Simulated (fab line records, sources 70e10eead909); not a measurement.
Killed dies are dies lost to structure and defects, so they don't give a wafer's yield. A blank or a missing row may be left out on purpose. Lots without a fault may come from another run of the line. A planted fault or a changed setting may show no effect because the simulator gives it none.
Which tool did it? | flow nand_harc | 13 lots, 39 wafers sampled, at 4 steps of a route of 1302

WHAT THE GAUGES READ, wafer by wafer
NHARC_HYBRID_BOND_INSPECT_06: inspects for defects (ir void). Usual: raw_defect_count 93, standard deviation 38.
lot  | measured     | on                | raw_defect_count | flag
L282 | day 23 13:52 | defect_inspect-02 | 21 19 21         |
L283 | day 24 02:39 | defect_inspect-02 | 170 162 134      |
L281 | day 24 02:38 | defect_inspect-01 | 143 140 141      |
L285 | day 24 17:55 | defect_inspect-01 | 25 21 21         |
L284 | day 24 17:56 | defect_inspect-02 | 102 120 100      |
L286 | day 25 16:10 | defect_inspect-01 | 119 134 122      |
L288 | day 27 01:55 | defect_inspect-02 | 70 81            |
L298 | day 30 23:52 | defect_inspect-01 | 83 89 80         |
L297 | day 30 23:53 | defect_inspect-02 | 72 73 81         |
L299 | day 31 03:35 | defect_inspect-01 | 129 125 153      |
L300 | day 31 11:03 | defect_inspect-01 | 120 128 163      |
L303 | day 32 17:19 | defect_inspect-01 | 84 92 97         |
L302 | day 32 17:20 | defect_inspect-01 | 91 87 102        |

NHARC_END_SORT_01. Usual: defect_limited_yield 90 %, standard deviation 3.1; killed_at_array 59, standard deviation 20; killed_at_other 0.8, standard deviation 1.1; killed_at_periphery 5, standard deviation 3.1; killed_dies 64, standard deviation 21; killed_open 3.4, standard deviation 1.9; killed_short 2.3, standard deviation 1.7.
lot  | measured     | on        | defect_limited_yield (%) | killed_at_array | killed_at_other | killed_at_periphery | killed_dies | killed_open | killed_short | flag
L288 | day 27 21:34 | prober-01 | 94 92 0                  | 43 52 676       | 0 0 0           | 0 1 1               | 43 53 677   | 1 3 4       | 2 1 0        | OFF

WHICH TOOL RAN EACH LOT (tool, then ch and the chambers of the sampled wafers, then the start)
lot  | NHARC_A_BONDPAD_ECD_18         | NHARC_HYBRID_BOND_ACTIVATE_00
L282 | ecd_cu-01 ch 0,1, day 23 03:32 | rie_diel-11 ch 1,3, day 23 04:47
L283 | ecd_cu-02 ch 0,1, day 23 15:01 | rie_diel-11 ch 0,1,3, day 23 16:16
L281 | ecd_cu-02 ch 0,1, day 23 16:24 | rie_diel-13 ch 0,1,3, day 23 17:43
L285 | ecd_cu-02 ch 0,1, day 24 07:10 | rie_diel-11 ch 1,2,3, day 24 08:28
L284 | ecd_cu-02 ch 0,1, day 24 08:52 | rie_diel-04 ch 0,1,2, day 24 10:13
L286 | ecd_cu-02 ch 0, day 25 05:33   | rie_diel-11 ch 1,2, day 25 06:49
L288 | ecd_cu-02 ch 0,1, day 26 12:38 | rie_diel-13 ch 0,2, day 26 13:58
L298 | ecd_cu-01 ch 0,1, day 30 12:03 | rie_diel-11 ch 0,1,3, day 30 13:23
L297 | ecd_cu-02 ch 0,1, day 30 15:55 | rie_diel-11 ch 0,2, day 30 17:11
L299 | ecd_cu-02 ch 0,1, day 30 16:43 | rie_diel-11 ch 0,1,3, day 30 18:08
L300 | ecd_cu-02 ch 0,1, day 31 00:10 | rie_diel-11 ch 0,1, day 31 01:28
L303 | ecd_cu-01 ch 0,1, day 32 06:32 | rie_diel-13 ch 1,2,3, day 32 07:49
L302 | ecd_cu-02 ch 0,1, day 32 07:38 | rie_diel-11 ch 0,1, day 32 08:51
- NHARC_A_BONDPAD_ECD_18: material Cu, target thk 400 nm.
- NHARC_HYBRID_BOND_ACTIVATE_00: chemistry N2, time 60 s.

WHAT THE TOOLS THEMSELVES READ (means of the sampled wafers that have a number; where no wafer has one, the mark that the record gives instead)
NHARC_HYBRID_BOND_ACTIVATE_00. Usual: drypump_motor_current_A 5.7 A, standard deviation 0.49; oes_product_au 1.005 a.u., standard deviation 0.015; rf_vpp_V 64.0 V, standard deviation 0.82; showerhead_plenum_p_Torr 1.77 Torr, standard deviation 0.061.
lot  | tool        | drypump_motor_current_A (A) | oes_product_au (a.u.) | rf_vpp_V (V) | showerhead_plenum_p_Torr (Torr) | flag
L282 | rie_diel-11 | 6.2                         | 1.011                 | 63.1         | 1.78                            |
L283 | rie_diel-11 | 5.9                         | 1.012                 | 63.9         | 1.75                            |
L281 | rie_diel-13 | 5.9                         | 0.994                 | 63.6         | 1.79                            |
L285 | rie_diel-11 | 5.9                         | 1.018                 | 64.2         | 1.80                            |
L284 | rie_diel-04 | 5.6                         | 1.018                 | 64.0         | 1.79                            |
L286 | rie_diel-11 | 5.7                         | 1.007                 | 63.8         | 1.83                            |
L288 | rie_diel-13 | 5.1                         | 1.008                 | 64.2         | 1.70                            |
L298 | rie_diel-11 | 5.9                         | 1.009                 | 64.3         | 1.75                            |
L297 | rie_diel-11 | 5.4                         | 1.011                 | 64.1         | 1.76                            |
L299 | rie_diel-11 | 5.9                         | 1.005                 | 63.4         | 1.75                            |
L300 | rie_diel-11 | 5.7                         | 1.001                 | 64.0         | 1.72                            |
L303 | rie_diel-13 | 5.8                         | 0.990                 | 64.2         | 1.74                            |
L302 | rie_diel-11 | 5.7                         | 1.000                 | 64.1         | 1.72                            |

THE ANSWER, worked out from the rows above alone
Rule: a lot is off if the mean of its wafers that have a number lies more than 3 standard deviations from the usual mean. A lot without any number at a reading at which 4 lots or more have one is off too. The other lots that the step has rows for count as sound. The gauges are gone through in route order, then the tools' own readings, and for those a lot's mean is taken as printed above. The first step at which some lot is off is used, and at that step the reading that is off furthest; a lot without a number counts as furthest.
Off: L288, at NHARC_END_SORT_01 (killed_at_array). Neither off nor sound, because the step has no rows for them: L282, L283, L281, L285, L284, L286, L298, L297, L299, L300, L303, L302.
A tool fits if, at a process step before that reading, it ran every lot that is off, and no sound lot after the first of them. The gauges at NHARC_END_SORT_01 are tried like those tools. Can't be told from this: 3 tools fit, ecd_cu-02 at NHARC_A_BONDPAD_ECD_18, rie_diel-13 at NHARC_HYBRID_BOND_ACTIVATE_00, prober-01 at NHARC_END_SORT_01.

WHAT THE SIMULATOR HAD PUT IN
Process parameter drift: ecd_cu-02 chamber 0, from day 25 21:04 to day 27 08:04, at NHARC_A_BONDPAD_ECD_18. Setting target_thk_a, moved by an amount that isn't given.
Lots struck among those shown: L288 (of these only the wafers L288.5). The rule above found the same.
